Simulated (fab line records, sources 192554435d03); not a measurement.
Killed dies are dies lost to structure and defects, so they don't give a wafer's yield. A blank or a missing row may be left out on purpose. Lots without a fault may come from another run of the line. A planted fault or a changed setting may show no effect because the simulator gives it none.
Chamber matching | flow n5_finfet | N5_BEOL_M11_ALD_74 on ald_metal-01: 4 sister chambers
The step deposits TaN, target thk 2 nm, pulse time 2 s, purge time 3 s. 4 wafers are shown with their chamber, then 8 later ones without.

WAFERS WITH THEIR CHAMBER
wafer  | chamber | heater_power_w (W)
L082.4 | 1       | 506
L087.5 | 3       | 421
L089.1 | 2       | 361
L091.2 | 0       | 412

WAFERS WITHOUT THEIR CHAMBER
wafer  | heater_power_w (W)
L091.4 | 416
L091.5 | 360
L093.1 | 519
L093.3 | 354
L093.6 | 407
L097.1 | 517
L097.2 | 362
L097.3 | 403

WHICH CHAMBER EACH WENT THROUGH
wafer  | from the rows above     | in truth
L091.4 | can't be placed: 0 or 3 | 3
L091.5 | 2                       | 2
L093.1 | 1                       | 1
L093.3 | 2                       | 2
L093.6 | can't be placed: 0 or 3 | 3
L097.1 | 1                       | 1
L097.2 | 2                       | 2
L097.3 | can't be placed: 0 or 3 | 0
Placed correctly: 5 of 8. Can't be placed from these rows: 3 (the true chamber is among the candidates in 3). Placed wrongly: 0.
How it was worked out, from the rows above alone: a wafer's distance from a chamber is the root of the sum, over the readings, of the square of ((its reading less the chamber's mean) divided by the reading's scatter). The wafer belongs to the nearest chamber; if the next one is less than 2 further off, it can't be placed. A chamber's mean is the mean of its shown wafers. The scatter: with one shown wafer a chamber, the root of the mean of the squares of how far each hidden wafer lies from its nearest shown one.
